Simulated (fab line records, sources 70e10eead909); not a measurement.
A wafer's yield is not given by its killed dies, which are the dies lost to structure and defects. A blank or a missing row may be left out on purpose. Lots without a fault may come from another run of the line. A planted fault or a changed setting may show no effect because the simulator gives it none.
fab line records	flow nand_harc
record: lots: 13	wafers: 39	last_day: 32
route steps=1302 shown P_CONTACT@249 P_M0@265 END@1302
lots that met no fault: from a run of the same line without faults
start_h: hours from the record's opening day to when the first of the lot's shown wafers began	wait_h: how many hours have passed since the lot's step before this one	" unchanged from the row above	L1.1+2: several wafers, shown together as one row	- either no value or no given start	* or withheld: withheld	< > ~ a bound
route shown NAME@n: NAME is a module with steps in the file, n the number in the route of the first one	usual: mean and standard deviation over wafers with no fault	same: alike in all rows	chamber/n: place in a boat	sites: per-site readings	_std_site: the values' standard deviation	_edge_site: the outer-site mean with the inner-site mean subtracted	radius_mm: how far each site lies from the wafer's centre	mask NAME#n: copy n	behind: the last tool/chamber to shape the wafer	hold: cause of the lot's hold/its duration in hours/its outcome	device: whichever transistor did not switch (one of n, p or np)	end of line: the tests these same wafers got at the end of their route	step lacking rows: just its recipe	killed: not the wafer's yield, but the dies lost to structure and defects at the first sort	map: shows each die of a wafer: x if killed, . if not, _ if none is there
set.NAME: the setting as run; set.NAME@STEP: as run at that earlier step	model.NAME: the simulator's own value behind a step, which no gauge read
one table for each step of the route and one row for each wafer, over a sample of lots
services: when a tool's chamber went out of use (start_h, in hours from the record's first day, below 0 if earlier), for how many hours, and the reason
== steps ==
step: NHARC_P_CONTACT_CMP_24
recipe: t_overpolish_s: 30	target_thk_nm: 200
usual: edge_zone_pressure_frac: 1.000/0.005	motor_current_A: 12.7/1.2	overpolish_run_s: 30.000/0.0098	time_to_endpoint_s: 41/4.5
lot.wafer	tool	chamber	start_h	wait_h	edge_zone_pressure_frac	motor_current_A	overpolish_run_s	time_to_endpoint_s
L400.2	cmp-03	2	127.33	0.5	0.994	14.3	29.997	43
L400.5	"	1	"	"	1.002	13.1	29.991	34
L400.6	"	2	"	"	0.995	14.5	30.019	44
L401.3	cmp-01	2	137.50	0.3	0.993	11.2	30.000	42
L401.2	"	0	"	"	0.998	10.0	30.011	41
L401.6	"	3	"	"	1.000	12.8	29.990	44
L402.4	cmp-02	3	153.88	0.3	0.998	13.6	30.013	42
L402.3	"	0	"	"	1.006	13.2	30.031	37
L402.2	"	1	"	"	0.996	10.8	29.991	47
L404.1	cmp-02	2	165.66	0.6	0.998	13.6	30.010	40
L404.3	"	3	"	"	1.005	13.3	30.000	39
L404.6	"	2	"	"	1.005	13.9	30.007	41
L405.2	cmp-03	3	182.50	0.6	0.994	11.4	30.000	39
L405.3	"	0	"	"	1.004	13.1	29.986	33
L405.5	"	2	"	"	0.999	14.3	30.003	41
L408.4	cmp-01	1	217.34	0.4	1.000	14.8	30.002	38
L408.3	"	2	"	"	1.007	10.9	30.009	42
L408.1	"	3	"	"	0.996	13.2	29.992	45
L410.3	cmp-03	0	233.08	0.5	0.997	13.0	30.013	35
L410.5	"	2	"	"	1.003	14.4	29.989	48
L410.6	"	3	"	"	1.008	12.6	29.999	41
L417.3	cmp-02	2	309.55	0.4	1.001	13.8	29.994	38
L417.1	"	0	"	"	1.003	12.6	30.006	33
L417.5	"	2	"	"	1.009	14.0	30.004	36
L418.3	cmp-01	3	314.78	0.3	0.996	12.8	29.995	48
L418.2	"	1	"	"	1.010	14.3	29.995	39
L418.6	"	0	"	"	1.002	10.3	30.000	45
L419.4	cmp-03	0	319.13	0.4	0.996	13.1	30.019	32
L419.1	"	2	"	"	0.999	14.5	29.979	45
L419.3	"	3	"	"	0.999	12.2	30.008	41
L421.3	cmp-03	0	331.60	0.4	1.001	12.1	29.977	35
L421.6	"	0	"	"	0.995	12.6	30.000	33
L421.5	"	1	"	"	0.989	13.0	29.990	38
L420.3	cmp-03	0	331.82	0.3	1.004	12.9	29.989	33
L420.2	"	2	"	"	0.997	14.3	30.006	44
L420.5	"	0	"	"	1.002	13.2	29.994	35
L422.3	cmp-01	1	349.30	0.4	1.005	13.4	29.995	39
L422.1	"	2	"	"	1.003	10.7	30.007	44
L422.4	"	3	"	"	1.003	12.3	30.006	44
step: NHARC_P_M0_INSPECT_11
usual: raw_defect_count: 4.5/2.5
lot.wafer	tool	chamber	start_h	wait_h	raw_defect_count
L400.2	defect_inspect-01	-	128.74	0.0	3
L400.5	"	-	"	"	7
L400.6	"	-	"	"	4
L401.2	defect_inspect-02	-	138.93	0.0	4
L401.3	"	-	"	"	6
L401.6	"	-	"	"	7
L402.2	defect_inspect-01	-	155.32	0.0	9
L402.3	"	-	"	"	5
L402.4	"	-	"	"	3
L404.1	defect_inspect-02	-	167.09	0.0	3
L404.3	"	-	"	"	5
L404.6	"	-	"	"	6
L405.2	defect_inspect-02	-	183.89	0.0	3
L405.3	"	-	"	"	4
L405.5	"	-	"	"	2
L408.1	defect_inspect-02	-	218.76	0.0	4
L408.3	"	-	"	"	2
L408.4	"	-	"	"	2
L410.3	defect_inspect-01	-	234.49	0.0	8
L410.5	"	-	"	"	300
L410.6	"	-	"	"	4
L417.1	defect_inspect-01	-	310.98	0.0	6
L417.3	"	-	"	"	5
L417.5	"	-	"	"	2
L418.2	defect_inspect-01	-	316.20	0.0	2
L418.3	"	-	"	"	7
L418.6	"	-	"	"	10
L419.1	defect_inspect-01	-	320.56	0.0	6
L419.3	"	-	"	"	3
L419.4	"	-	"	"	1
L421.3	defect_inspect-02	-	333.03	0.0	4
L421.5	"	-	"	"	2
L421.6	"	-	"	"	5
L420.2	defect_inspect-02	-	333.26	0.0	3
L420.3	"	-	"	"	5
L420.5	"	-	"	"	9
L422.1	defect_inspect-01	-	350.61	0.0	5
L422.3	"	-	"	"	6
L422.4	"	-	"	"	8
step: NHARC_P_M0_DEGAS_28
recipe: temp_c: 250	time_s: 60
usual: heater_power_w: 357/33	susceptor_temp_C: 250.01/0.16
lot.wafer	tool	chamber	start_h	wait_h	heater_power_w	susceptor_temp_C
L400.2	pvd_sputter-03	-	129.79	-	378	250.46
L400.5	"	-	"	"	295	250.17
L400.6	"	-	"	"	381	249.97
L401.2	pvd_sputter-01	-	139.95	-	339	249.88
L401.3	"	-	"	"	395	249.88
L401.6	"	-	"	"	337	249.80
L402.4	pvd_sputter-03	-	156.30	-	297	250.23
L402.3	"	-	"	"	373	249.85
L402.2	"	-	"	"	390	250.13
L404.1	pvd_sputter-03	-	168.15	-	383	249.97
L404.3	"	-	"	"	374	250.09
L404.6	"	-	"	"	301	250.09
L405.3	pvd_sputter-03	-	185.39	-	376	249.94
L405.2	"	-	"	"	398	249.98
L405.5	"	-	"	"	295	250.14
L408.4	pvd_sputter-01	-	219.75	-	368	249.90
L408.3	"	-	"	"	397	250.06
L408.1	"	-	"	"	349	250.05
L410.3	pvd_sputter-02	-	235.48	-	409	250.14
L410.6	"	-	"	"	355	249.71
L410.5	"	-	"	"	376	250.05
L417.1	pvd_sputter-03	-	311.97	-	300	249.86
L417.3	"	-	"	"	367	250.17
L417.5	"	-	"	"	292	249.87
L418.2	pvd_sputter-03	-	317.27	-	378	249.92
L418.3	"	-	"	"	406	249.65
L418.6	"	-	"	"	390	249.76
L419.4	pvd_sputter-03	-	321.54	-	374	-
L419.3	"	-	"	"	377	-
L419.1	"	-	"	"	382	-
L421.3	pvd_sputter-03	-	334.00	-	402	250.13
L421.5	"	-	"	"	396	250.15
L421.6	"	-	"	"	296	250.13
L420.3	pvd_sputter-03	-	334.69	-	305	249.82
L420.2	"	-	"	"	371	250.31
L420.5	"	-	"	"	352	249.78
L422.3	pvd_sputter-02	-	351.58	-	394	249.99
L422.1	"	-	"	"	366	250.12
L422.4	"	-	"	"	297	249.81
step: NHARC_P_M0_PRE_CLEAN_29
recipe: time_s: 30	temp_c: 280	gas: H2/He
usual: heater_power_w: 441/40	susceptor_temp_C: 280.02/0.19
lot.wafer	tool	chamber	start_h	wait_h	heater_power_w	susceptor_temp_C
L400.2	pvd_sputter-03	-	-	-	482	280.15
L400.6	"	-	"	"	473	280.03
L400.5	"	-	"	"	460	280.25
L401.2	pvd_sputter-01	-	-	-	438	-
L401.3	"	-	"	"	459	-
L401.6	"	-	"	"	442	-
L402.2	pvd_sputter-03	-	-	-	365	280.07
L402.3	"	-	"	"	458	280.06
L402.4	"	-	"	"	460	279.98
L404.1	pvd_sputter-03	-	-	-	460	279.92
L404.3	"	-	"	"	365	279.98
L404.6	"	-	"	"	461	279.82
L405.2	pvd_sputter-03	-	-	-	468	280.35
L405.3	"	-	"	"	442	280.07
L405.5	"	-	"	"	472	280.15
L408.1	pvd_sputter-01	-	-	-	436	279.83
L408.4	"	-	"	"	453	280.18
L408.3	"	-	"	"	460	279.83
L410.3	pvd_sputter-02	-	-	-	502	279.68
L410.5	"	-	"	"	517	280.04
L410.6	"	-	"	"	450	280.04
L417.3	pvd_sputter-03	-	-	-	464	280.08
L417.1	"	-	"	"	440	280.17
L417.5	"	-	"	"	479	280.29
L418.2	pvd_sputter-03	-	-	-	454	279.87
L418.3	"	-	"	"	451	280.15
L418.6	"	-	"	"	475	280.18
L419.4	pvd_sputter-03	-	-	-	433	280.11
L419.3	"	-	"	"	485	279.79
L419.1	"	-	"	"	355	280.26
L421.3	pvd_sputter-03	-	-	-	368	280.22
L421.5	"	-	"	"	375	280.09
L421.6	"	-	"	"	443	280.11
L420.2	pvd_sputter-03	-	-	-	478	279.94
L420.3	"	-	"	"	424	280.08
L420.5	"	-	"	"	467	279.91
L422.1	pvd_sputter-02	-	-	-	442	280.13
L422.3	"	-	"	"	363	280.25
L422.4	"	-	"	"	476	279.99
step: NHARC_P_M0_PVD_21
recipe: target_thk_a: 300	chamber_pressure_pa: 5	power_w: 5000	substrate_temp_c: 30	time_s: 20.49	material: Cu
usual: throttle_valve_pct: 29.9/1.2
lot.wafer	tool	chamber	start_h	wait_h	throttle_valve_pct
L400.2	pvd_sputter-03	-	-	-	30.4
L400.6	"	-	"	"	31.3
L400.5	"	-	"	"	30.1
L401.2	pvd_sputter-01	-	-	-	29.1
L401.3	"	-	"	"	29.3
L401.6	"	-	"	"	29.4
L402.4	pvd_sputter-03	-	-	-	31.3
L402.3	"	-	"	"	30.6
L402.2	"	-	"	"	28.1
L404.1	pvd_sputter-03	-	-	-	28.0
L404.3	"	-	"	"	31.4
L404.6	"	-	"	"	31.2
L405.3	pvd_sputter-03	-	-	-	30.2
L405.2	"	-	"	"	29.6
L405.5	"	-	"	"	28.2
L408.3	pvd_sputter-01	-	-	-	29.3
L408.4	"	-	"	"	28.3
L408.1	"	-	"	"	29.3
L410.3	pvd_sputter-02	-	-	-	29.3
L410.6	"	-	"	"	29.7
L410.5	"	-	"	"	30.8
L417.3	pvd_sputter-03	-	-	-	29.3
L417.1	"	-	"	"	30.5
L417.5	"	-	"	"	30.1
L418.3	pvd_sputter-03	-	-	-	29.3
L418.2	"	-	"	"	30.6
L418.6	"	-	"	"	29.8
L419.3	pvd_sputter-03	-	-	-	29.4
L419.4	"	-	"	"	30.8
L419.1	"	-	"	"	30.4
L421.3	pvd_sputter-03	-	-	-	30.1
L421.6	"	-	"	"	30.1
L421.5	"	-	"	"	29.6
L420.3	pvd_sputter-03	-	-	-	30.9
L420.2	"	-	"	"	27.9
L420.5	"	-	"	"	30.1
L422.4	pvd_sputter-02	-	-	-	31.8
L422.3	"	-	"	"	30.0
L422.1	"	-	"	"	31.1
step: NHARC_END_SORT_01
recipe: temp_c: 25
usual: killed_at_array: 54/12	killed_at_other: 0.7/1.1	killed_at_periphery: 3.9/2.8	killed_dies: 59/13	killed_open: 3.4/2	killed_short: 2.5/1.7
same: gross_dies: 677
lot.wafer	tool	chamber	start_h	wait_h	killed_at_array	killed_at_other	killed_at_periphery	killed_dies	killed_open	killed_short
L410.3	prober-01	0	667.54	3.1	42	0	5	47	4	1
L410.5	prober-01	0	669.15	3.7	47	0	231	278	3	2
L410.6	prober-01	0	669.95	4.0	55	0	3	58	8	5
killed by level:class
L410.3 A_SLIT:chamber_film_flake=27 A_CONTACT:chamber_film_flake=6 P_CONTACT:chamber_film_flake=3 A_CHANNEL_FILL_D1:geometric_particle:open=2 A_CHANNEL_HOLE_D1:chamber_film_flake=2 P_M1:geometric_particle:open=1 A_ONON_D1:geometric_particle:short=1 A_WL_FILL:geometric_particle:open=1
L410.5 P_CONTACT:unspecified=227 A_SLIT:chamber_film_flake=24 A_CONTACT:chamber_film_flake=6 A_CHANNEL_HOLE_D1:chamber_film_flake=5 A_CHANNEL_HOLE_D2:chamber_film_flake=5 P_CONTACT:chamber_film_flake=4 A_DECK1_JOINT:geometric_particle:short=2 A_ONON_D1:geometric_particle:open=1
L410.6 A_SLIT:chamber_film_flake=24 A_CONTACT:chamber_film_flake=7 A_CHANNEL_HOLE_D2:chamber_film_flake=6 A_CHANNEL_HOLE_D1:chamber_film_flake=4 A_CHANNEL_FILL_D1:geometric_particle:open=3 A_STAIRCASE:chamber_film_flake=3 A_CHANNEL_FILL_D1:geometric_particle:short=2 P_CONTACT:geometric_particle:open=1
== services ==
tool	chamber	start_h	hours	kind
pvd_sputter-02	-	104.00	10.0	pm
pvd_sputter-01	-	115.74	3.3	repair
cmp-01	-	124.72	10.7	repair
cmp-02	-	127.31	0.3	repair
cmp-02	-	134.50	4.0	pm
pvd_sputter-01	-	151.74	0.8	repair
cmp-03	-	162.79	4.0	pm
cmp-02	-	166.19	0.7	repair
pvd_sputter-03	-	170.00	10.0	pm
cmp-01	-	173.23	2.4	repair
cmp-01	-	185.50	4.0	pm
pvd_sputter-02	-	198.33	7.1	repair
cmp-03	-	202.46	21.5	repair
pvd_sputter-01	-	226.07	10.0	pm
cmp-02	-	232.53	4.0	pm
pvd_sputter-03	-	237.53	10.7	repair
cmp-03	-	260.79	4.0	pm
pvd_sputter-01	-	280.42	4.2	repair
pvd_sputter-02	-	282.00	10.0	pm
cmp-01	-	283.50	4.0	pm
cmp-03	-	289.87	1.7	repair
pvd_sputter-01	-	297.18	9.8	repair
cmp-03	-	309.50	0.2	repair
pvd_sputter-03	-	348.00	10.0	pm
== key ==
first_sign: step: NHARC_P_M0_INSPECT_11	reading: raw_defect_count	direction: up	sigmas: 99+	usual: 4.5	struck: 300
effect: step: NHARC_END_SORT_01	reading: killed_at_periphery	direction: up	sigmas: 82	usual: 3.9	struck: 231
more_kills_born_at: NHARC_P_CONTACT_CMP_24@cmp-03: 227
met_at NHARC_P_CONTACT_CMP_24
struck_lots L410
struck_wafers L410.5
tester_left_out L410
not_acting_at NHARC_P_M0_DEGAS_28,NHARC_P_M0_PRE_CLEAN_29,NHARC_P_M0_PVD_21
onset_between 182.50 233.08
fault: kind: chamber_particle_source	tool: cmp-03	chamber: 2	onset_h: 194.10	steps: NHARC_P_CONTACT_CMP_24	rate_per_visit_cm2: 0.42904	end_h: 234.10
tester_left_out: of these lots the tester's yield and bins aren't shown, on N5 and GAA mostly nor the transistor test; their killed dies are dies lost to structure and defects alone, not to doping, threshold or leakage, so they don't give the yield
